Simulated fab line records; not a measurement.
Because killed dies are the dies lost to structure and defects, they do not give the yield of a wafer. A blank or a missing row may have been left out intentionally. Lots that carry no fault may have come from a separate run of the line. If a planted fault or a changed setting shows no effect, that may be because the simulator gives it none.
Matching of chambers -- flow nand-harc -- NHARC_P_CONTACT_ETCH_35 on rie-diel-04: 4 sister chambers
The step etches the open film in CF4, target depth 39 nm, time 65 s. 20 wafers are shown with their chamber, then 10 later ones without.

## EACH WAFER AND ITS CHAMBER
wafer,chamber,drypump-motor-current-A (A),rf-vpp-V (V),bias-w (W)
L076.2,3,5.9,151.4,99.9
L076.3,0,5.5,151.6,100.2
L076.5,1,6.2,150.7,100.1
L079.1,0,5.4,152.5,100.5
L079.3,1,6.2,150.5,100.6
L079.5,1,6.2,151.3,100.1
L084.1,3,5.9,151.2,100.2
L084.2,1,6.2,151.1,100.2
L084.3,0,5.4,151.4,99.9
L085.1,2,5.4,150.1,99.7
L085.3,3,5.9,151.4,100.7
L085.6,2,5.4,151.8,100.2
L086.1,3,5.9,151.1,99.8
L086.2,2,5.4,151.3,99.9
L086.6,0,5.5,152.1,99.7
L090.3,2,5.4,152.8,99.7
L090.4,0,5.5,152.9,100.2
L090.6,1,6.2,150.2,100.2
L093.2,0,5.5,151.7,99.8
L093.3,3,5.9,150.4,100.3

SIGNATURES (averages over the wafers above)
reading,chamber 0,chamber 1,chamber 2,chamber 3,scatter within a chamber
drypump-motor-current-A,5.467,6.200,5.400,5.900,0.0289
rf-vpp-V,152.033,150.760,151.500,151.100,0.658
bias-w,100.050,100.240,99.875,100.180,0.285
Rule: distance of a wafer from a chamber = root of the sum over the readings of ((wafer's reading minus chamber's mean) / reading's scatter) squared. The wafer belongs to the nearest chamber; if the next one is less than 2 further off, it can't be placed. How the scatter is found: for the shown wafers, subtract from each reading the mean of its chamber, square and add these, divide the total by (wafers less chambers), then take the root.

## WAFERS WITHOUT THEIR CHAMBER
wafer,drypump-motor-current-A (A),rf-vpp-V (V),bias-w (W)
L093.6,5.9,150.6,100.6
L092.3,5.4,151.5,99.7
L092.5,5.9,152.0,100.5
L092.6,5.4,151.0,99.9
L094.1,5.4,152.9,99.7
L094.2,6.2,151.2,100.0
L094.3,5.9,151.0,99.7
L096.1,5.4,152.2,99.9
L096.2,5.4,151.5,100.0
L096.3,5.9,151.5,100.0

## EACH ONE'S CHAMBER
wafer,from the rows above,in truth
L093.6,3,3
L092.3,2,2
L092.5,3,3
L092.6,2,2
L094.1,can't be placed: 2 or 0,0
L094.2,1,1
L094.3,3,3
L096.1,can't be placed: 2 or 0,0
L096.2,2,2
L096.3,3,3
Correctly placed: 8 of 10. From these rows, 2 cannot be placed; in 2 the true chamber is one of the candidates. Wrongly placed: 0.
